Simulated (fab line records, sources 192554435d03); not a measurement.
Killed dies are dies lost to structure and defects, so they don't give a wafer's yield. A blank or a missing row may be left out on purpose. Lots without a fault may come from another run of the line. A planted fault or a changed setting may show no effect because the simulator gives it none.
fab line records | flow n5_finfet
record lots=7 wafers=21
route steps=1938 shown PASSIVATION@1930
start_h: hours from the record's first day to the start of the lot's first wafer shown | wait_h: hours since the lot's step before | " the same as in the row above | L1.1+2: a row that stands for several wafers | - no value, or no start given | * or withheld: withheld | < > ~ a bound
route shown NAME@n: a module of which the file shows steps, and the number in the route of the first | usual: mean/standard deviation of fault-free wafers | same: alike in all rows | chamber/n: place in a boat | sites: the reading at each site | _std_site: their standard deviation | _edge_site: outer sites' mean less inner sites' | radius_mm: how far each site lies from the wafer's centre | mask NAME#n: copy n | behind: the tool/chamber that last shaped the wafer | hold: why the lot was held/for how many hours/how that ended | device: the transistor (n, p or np) that didn't switch | end of line: the same wafers' tests at the end of the route | a step without rows: its recipe alone | killed: dies lost to structure and defects at the first sort, not the wafer's yield | map: a wafer's dies, x killed, . not, _ none there
set.NAME: the setting as run; set.NAME@STEP: as run at that earlier step | model.NAME: the simulator's own value behind a step, which no gauge read
lots whose settings were changed on purpose; a table a step, a row a wafer
## steps
# step N5_PASSIVATION_ETCH_54
# recipe chemistry=CHF3/O2 target=SiO2 target_depth_a=8800 CHF3_flow_sccm=50 O2_flow_sccm=5 Ar_flow_sccm=200 time_s=440 mask_material=PR pressure_mtorr=30 source_w=650 bias_w=170 ion_energy_ev=200
# usual rf_vpp_V=523/12
# columns lot.wafer tool chamber start_h wait_h set.bias_w rf_vpp_V
L074.1 rie_diel-05 1 296.64 0.1 170 504
L074.3 " 2 " " 154.5 491
L074.5 " 1 " " 154.5 466
L078.2 rie_diel-05 2 308.93 0.1 170 530
L078.3 " 1 " " 170 502
L078.6 " 3 " " 170 533
L086.2 rie_diel-05 1 365.82 0.1 170 503
L086.4 " 3 " " 170 532
L086.6 " 0 " " 153.6 481
L088.3 rie_diel-06 3 372.09 0.1 156.4 486
L088.5 " 1 " " 156.4 467
L088.6 " 0 " " 156.4 500
L090.2 rie_diel-02 3 372.25 0.1 170 522
L090.4 " 2 " " 200.5 598
L090.6 " 1 " " 170 533
L091.2 rie_diel-06 0 393.50 0.1 170 535
L091.4 " 2 " " 153.5 494
L091.6 " 3 " " 153.5 479
L095.1 rie_diel-02 0 409.06 0.1 196.1 577
L095.3 " 3 " " 170 523
L095.5 " 0 " " 170 516
## key
split step=N5_PASSIVATION_ETCH_54 setting=bias_w stated=170 by=wafer
response step=N5_PASSIVATION_ETCH_54 reading=rf_vpp_V change=+3.87 per=1% r=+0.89
